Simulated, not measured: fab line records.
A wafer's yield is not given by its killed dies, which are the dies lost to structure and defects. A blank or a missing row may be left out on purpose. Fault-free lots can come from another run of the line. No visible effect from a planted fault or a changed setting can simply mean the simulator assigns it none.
Code-filled problem report in 8D (eight disciplines) form / flow n5-finfet / the parts of the form that need people (team, actions taken, sign-off) are left out

## 1. WHAT IS WRONG
Wafers without a fault read 1500.0 rpm, standard deviation 1.1; spin-speed-rpm at N5_BEOL_M8_COAT_22 reads a mean of 1448.9 rpm on 6 wafers belonging to 2 lots. Relative to the usual mean, that is a shift of -46 standard deviations.
The step: resist thk 30 nm.
First seen on wafer L244.3, day 14 07:17, on litho-track-03. The record holds 18 wafers of 6 lots with a number at this step. Rule for "out" (also "out of limits"): further than 4 standard deviations from the usual mean. Any other wafer with a number is counted as sound.

## 2. WHAT IT IS; WHAT IT IS NOT
question=which readings at this step; is=spin-speed-rpm; is not=-
question=which lots; is=L244, L247; is not=L229, L232, L234, L236
question=which wafers of those lots; is=all that have a number; is not=-
question=read on which tools; is=litho-track-03; is not=litho-track-04, litho-track-05
question=when; is=from day 14 07:17; is not=up to then (12 sound wafers)

## 3. WHAT RULES OUT EACH SUSPECT
Counting: a tool at any process step up to the reading remains a suspect when it ran all the lots that are out and ran no sound lot after the first of those.
- litho-track-03 at N5_BEOL_M8_COAT_22 (resist thk 30 nm): kept. It ran every lot that is out, first L244 (day 14 07:17), and no sound lot after that; its last sound lot up to then is L232 (day 11 16:55). On those wafers its own readings are out: spin-speed-rpm.
The count leaves litho-track-03 at N5_BEOL_M8_COAT_22.

## 4. THE CAUSE (what the simulator had put in)
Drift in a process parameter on litho-track-03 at N5_BEOL_M8_COAT_22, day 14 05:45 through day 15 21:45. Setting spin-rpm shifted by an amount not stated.
The count eliminated every tool but this one.

## 5. SEQUENCE OF EFFECTS, ordered by route
Each row: a reading whose mean over the struck wafers that have a number lies more than 3 standard deviations from the usual. Only readings for which the record gives a usual standard deviation are gone through. hours: the time from each lot's start at the first step in this table that gives one to its start at this step, as a median over the lots. sigmas: the change in usual standard deviations.
hours=0; step=N5_BEOL_M8_COAT_22; reading=spin-speed-rpm; usual=1500.0 rpm; on struck wafers=1448.9; change=-51.1; sigmas=-46
Here are the process steps it includes:
- N5_BEOL_M8_COAT_22: resist thk 30 nm.
Later measuring or inspecting steps at which every struck wafer that the step has a row for has a number for every such reading, and none has moved that far: N5_BEOL_M8_CD_MEAS_28, N5_BEOL_M8_OVL_MEAS_29, N5_BEOL_M8_INSPECT_30.

## 6. HOW IT WOULD HAVE BEEN CAUGHT EARLIER
First out-of-limits reading in this record: day 14 07:17, which is 2 hours after fault onset at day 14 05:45.
